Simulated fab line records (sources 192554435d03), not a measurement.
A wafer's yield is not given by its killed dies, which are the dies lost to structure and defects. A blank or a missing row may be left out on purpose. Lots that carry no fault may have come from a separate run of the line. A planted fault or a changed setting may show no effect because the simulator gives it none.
A lot that was struck, set against a sound lot / flow n5_finfet / 15 out of 1938 route steps
Sound: wafers L951.1, L951.2, L951.5. Struck: wafer L957.3. (L957.1 of the same lot was not struck and is left out.) The cause comes at the end.
Per side, at each step with rows, come the tool, then ch with its chambers, and then its first start. Under that, the readings that differ: sound wafers / struck wafers / difference of the means / sigmas: that difference in standard deviations of wafers without a fault.
alike: readings whose means differ by less than 2 such deviations, and words and numbers that are the same on both sides. not compared: withheld readings, readings that some wafer has no value for, bounds like >300 that may hide the same value, and numbers for which the record gives no deviation and whose values overlap.
A row with sigmas, a row that says differs or no value, or rows on one side alone: a step with any of these is where the two part. Non-overlapping numbers with no deviation appear without sigmas and do not part them. Lack of a reading on every wafer of one side parts them only where that side has two or more wafers.

first, 4 steps without rows for these wafers: N5_BEOL_M8_SOFTBAKE_06 (time 60 s); N5_BEOL_M8_EXPOSE_08 (exposes mask M8); N5_BEOL_M8_PEB_09 (peb time 60 s); N5_BEOL_M8_DEVELOP_10 (develop time 30 s).
N5_BEOL_M8_CD_MEAS_11: the cd target is 38.5 nm.
  sound on cd_sem-02 ch 0, day 10 11:43; struck on cd_sem-03 ch 0, day 11 22:15
  alike: cd_nm
N5_BEOL_M8_OVL_MEAS_12:
  sound on overlay-01 ch 0, day 10 11:44; struck on overlay-02 ch 0, day 11 22:17
  alike: M8_OVL
N5_BEOL_M8_INSPECT_13: inspects for defects (brightfield).
  sound on defect_inspect-02, day 10 11:46; struck on defect_inspect-01, day 11 22:19
reading=raw_defect_count; sound=391 341 300; struck=568; difference=+224; sigmas=+3
N5_BEOL_M8_DESCUM_16: chemistry O2, time 7.9 s.
  sound on rie_diel-04 ch 1,3, day 10 12:18; struck on rie_diel-04 ch 2, day 11 22:20
reading=drypump_motor_current_A (A); sound=5.6 5.3 5.7; struck=4.8; difference=-0.7; sigmas=-2
  alike: o2_flow_sccm, oes_product_au, rf_vpp_V, showerhead_plenum_p_Torr, throttle_valve_pct
  not compared: rf_hours_counter_h
N5_BEOL_M8_ETCH_61: etches SiARC in CF4, target depth 45.5 nm, time 75.8 s.
  sound on rie_diel-04 ch 1,3, day 10 12:20; struck on rie_diel-04 ch 2, day 11 22:22
reading=oes_product_au (a.u.); sound=0.59 0.59 0.58; struck=0.72; difference=+0.13; sigmas=+2
  alike: drypump_motor_current_A, etch_rf_on_time_s, rf_vpp_V, showerhead_plenum_p_Torr, throttle_valve_pct
  not compared: rf_hours_counter_h
N5_BEOL_M8_ETCH_62: etches SOC in N2/H2, target depth 110 nm, overetch 22 nm, time 165 s.
  sound on rie_diel-04 ch 1,3, day 10 12:24; struck on rie_diel-04 ch 2, day 11 22:26
  alike: drypump_motor_current_A, n2_flow_sccm, oes_product_au, rf_vpp_V, showerhead_plenum_p_Torr, throttle_valve_pct
  not compared: rf_hours_counter_h
then, 1 step without rows for these wafers: N5_BEOL_M8_STRIP_68 (strips in N2/H2).
N5_BEOL_M8_STRIP_67: strips in CF4.
  sound on rie_diel-04 ch 1,3, day 10 12:32; struck on rie_diel-04 ch 2, day 11 22:35
  alike: drypump_motor_current_A, oes_product_au, rf_vpp_V, showerhead_plenum_p_Torr, throttle_valve_pct
  not compared: rf_hours_counter_h
N5_BEOL_M8_HM_OPEN_17: chemistry Cl2/BCl3, target TiN, target depth 20 nm, overetch 6 nm.
  sound on rie_metal-03 ch 0,1, day 10 12:35; struck on rie_metal-02 ch 1, day 11 22:37
reading=model.SOC_of_BEOL_M8_COAT_59.thk_nm (nm); sound=91.8 91.4 91.6; struck=87.8; difference=-3.8; sigmas=
  alike: drypump_motor_current_A, oes_product_au, throttle_valve_pct
  not compared: rf_hours_counter_h
N5_BEOL_M8_STRIP_19: strips in O2.
  sound on rie_diel-02 ch 0,1,2, day 10 12:42; struck on rie_diel-04 ch 1, day 11 22:44
  alike: drypump_motor_current_A, o2_flow_sccm, oes_product_au, rf_vpp_V, showerhead_plenum_p_Torr, throttle_valve_pct
  not compared: rf_hours_counter_h
N5_PASSIVATION_PROBE_49:
  the record holds rows for the sound wafers here (prober-01, day 13 06:38) but none for the struck ones

WHERE THEY PART
At N5_BEOL_M8_INSPECT_13 first; at N5_PASSIVATION_PROBE_49 last (within this record only).

WHY: what the simulator had put in
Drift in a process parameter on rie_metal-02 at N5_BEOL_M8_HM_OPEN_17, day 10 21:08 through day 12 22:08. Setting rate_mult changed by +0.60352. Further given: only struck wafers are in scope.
